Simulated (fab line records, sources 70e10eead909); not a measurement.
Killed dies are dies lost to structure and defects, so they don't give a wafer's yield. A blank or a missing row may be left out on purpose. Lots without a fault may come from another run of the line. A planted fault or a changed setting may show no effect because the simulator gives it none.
A struck lot beside a sound one | flow nand_harc | 14 steps out of a route of 1159
Sound: wafers L173.4, L173.5, L173.6. Struck: wafer L163.1. (L163.5 of the same lot was not struck and is left out.) The cause comes at the end.
At each step with rows: each side's tool, then ch and its chambers, then its first start. Under that, the readings that differ: sound wafers | struck wafers | difference of the means | sigmas: that difference in standard deviations of wafers without a fault.
alike: readings whose means differ by less than 2 such deviations, and words and numbers that are the same on both sides. not compared: withheld readings, readings that some wafer has no value for, bounds like >300 that may hide the same value, and numbers for which the record gives no deviation and whose values overlap.
The two part at a step that has a row with sigmas, a row that says differs or no value, or rows on one side only. Numbers that don't overlap but have no deviation are shown without sigmas and don't part them. A reading that every wafer of one side lacks parts them only if that side has two wafers or more.

first, 6 steps without rows for these wafers: NHARC_P_CONTACT_COAT_06 (resist thk 90 nm); NHARC_P_CONTACT_SOFTBAKE_07 (time 55 s); NHARC_P_CONTACT_EBR_08; NHARC_P_CONTACT_EXPOSE_09 (exposes mask P CA, target cd 90 nm); NHARC_P_CONTACT_PEB_10 (peb time 65 s); NHARC_P_CONTACT_DEVELOP_11 (develop time 35 s).
NHARC_P_CONTACT_CD_MEAS_12: target cd 90 nm.
  sound on cd_sem-03 ch 0, day 10 21:43; struck on cd_sem-02 ch 0, day 8 17:56
  reading    | sound          | struck | difference | sigmas
  cd_nm (nm) | 90.7 90.3 90.9 | 89.1   | -1.5       | -3
NHARC_P_CONTACT_OVL_MEAS_13:
  sound on overlay-02, day 10 21:47; struck on overlay-01, day 8 18:02
  alike: overlay_x_nm, overlay_y_nm
NHARC_P_CONTACT_INSPECT_14:
  sound on defect_inspect-02, day 10 21:50; struck on defect_inspect-01, day 8 18:04
  alike: raw_defect_count
NHARC_P_CONTACT_DESCUM_17: chemistry O2, time 3 s.
  sound on rie_diel-06 ch 0,1,2, day 10 21:55; struck on rie_diel-09 ch 0, day 8 18:08
  alike: drypump_motor_current_A, oes_product_au, rf_vpp_V, showerhead_plenum_p_Torr, throttle_valve_pct
  not compared: rf_hours_counter_h
NHARC_P_CONTACT_ETCH_35: etches the open film in CF4, target depth 39 nm, time 65 s.
  sound on rie_diel-06 ch 0,1,2, day 10 21:59; struck on rie_diel-09 ch 2, day 8 18:13
  alike: drypump_motor_current_A, oes_product_au, rf_vpp_V, run_length_s, showerhead_plenum_p_Torr, throttle_valve_pct
  not compared: rf_hours_counter_h
NHARC_P_CONTACT_ETCH_36: etches the open film in N2/H2, target depth 260 nm, time 406.25 s.
  sound on rie_diel-06 ch 0,1,3; struck on rie_diel-09 ch 0
  alike: drypump_motor_current_A, oes_product_au, rf_vpp_V, run_length_s, showerhead_plenum_p_Torr, throttle_valve_pct
  not compared: rf_hours_counter_h
NHARC_P_CONTACT_ETCH_18: etches the open film in C4F8/O2/Ar, target depth 481 nm, time 240.5 s.
  sound on rie_diel-06 ch 0,3, day 10 22:23; struck on rie_diel-09 ch 0, day 8 18:39
  reading               | sound             | struck | difference | sigmas
  oes_product_au (a.u.) | 0.973 0.983 0.968 | 0.926  | -0.049     | -3
  run_length_s (s)      | 261.5 262.9 261.6 | 201.0  | -61.0      | -99 or more
  alike: rf_vpp_V
  not compared: rf_hours_counter_h
then, 1 step without rows for these wafers: NHARC_P_CONTACT_STRIP_37 (strips in C4F8/O2/Ar).

WHERE THEY PART
First at NHARC_P_CONTACT_CD_MEAS_12; last, within this record, at NHARC_P_CONTACT_ETCH_18.

WHY: what the simulator had put in
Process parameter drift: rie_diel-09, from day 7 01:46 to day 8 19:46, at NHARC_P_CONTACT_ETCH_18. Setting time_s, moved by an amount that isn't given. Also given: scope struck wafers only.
